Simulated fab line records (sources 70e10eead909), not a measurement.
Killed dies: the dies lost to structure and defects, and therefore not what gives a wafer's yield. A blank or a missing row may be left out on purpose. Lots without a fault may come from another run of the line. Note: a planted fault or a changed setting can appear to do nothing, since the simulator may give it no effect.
A single fault, viewed from 2 desks | flow nandHarc | what lay behind the numbers comes last; until then each desk has only its own

== FROM THE METROLOGY DESK ==
Means of the sampled wafers that have a number, per lot and without regard to the tool the lot ran on: this is what the gauges read. If a lot's mean is further than 4 standard deviations from the usual mean, the lot is out of limits and carries the mark OUT (the distance appears in the brackets).
Columns: A = thkNm at NHARC_P_M0_THK_MEAS_24, usual 117.6 nm; B = cdNm at NHARC_P_M1_CD_MEAS_09, usual 129.9 nm
lot  | first seen here | A     | B
L649 | day 5 21:17     | 117.2 | 130.1
L652 | day 7 04:48     | 118.7 | 129.7
L653 | day 7 22:36     | 117.7 | 130.8
L654 | day 8 03:21     | 117.6 | 129.5
L657 | day 9 11:32     | 118.7 | 130.2
L659 | day 10 13:19    | 117.1 | 126.6 (-5.6) OUT
L661 | day 11 05:47    | 116.7 | 127.4 (-4.2) OUT
L664 | day 12 08:50    | 117.3 | 129.7
L665 | day 12 22:15    | 117.5 | 130.1
L666 | day 13 03:51    | 116.9 | 129.6
L669 | day 14 11:38    | 117.8 | 130.0
L671 | day 15 08:14    | 118.0 | 129.7
This desk finds L659, L661 out of limits, L659 being first, at day 10 14:52 (cdNm at NHARC_P_M1_CD_MEAS_09). Within limits: L649, L652, L653, L654, L657, L664, L665, L666, L669, L671.

== AT THE TOOL OWNER'S DESK: arfiScanner-02 ==
The tool's own readings at NHARC_P_M1_EXPOSE_06 (exposes mask P M1, target cd 130 nm): means of the sampled wafers that have a number, for each lot that ran on this tool. If a lot's mean is further than 4 standard deviations from the usual mean, the lot is out of limits and carries the mark OUT (the distance appears in the brackets).
Columns: A = exposureDoseMJCm2 at NHARC_P_M1_EXPOSE_06, usual 82.7
lot  | first seen here | A
L652 | day 7 06:13     | 81.8
L654 | day 8 04:46     | 81.7
L659 | day 10 14:44    | 77.0 (-9.0) OUT
L661 | day 11 07:22    | 78.0 (-7.5) OUT
This desk finds L659, L661 out of limits, L659 being first, at day 10 14:44 (exposureDoseMJCm2 at NHARC_P_M1_EXPOSE_06). Within limits: L652, L654.

== BROUGHT TOGETHER ==
The tool owner's desk could have raised an alarm at day 10 14:44, on L659, L661.
On L659, L661, the metrology desk was in a position to raise an alarm at day 10 14:52.
Of the lots named, all ran NHARC_P_M1_EXPOSE_06 on arfiScanner-02.

== WHAT WAS PUT IN BY THE SIMULATOR ==
Process parameters drifting: arfiScanner-02 at NHARC_P_M1_EXPOSE_06, beginning at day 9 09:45. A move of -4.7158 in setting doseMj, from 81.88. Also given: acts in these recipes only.
Shown lots that were struck: L659, L661.
Fault start to first reading out of limits, in hours, per desk: tool owner, 29; metrology, 29.
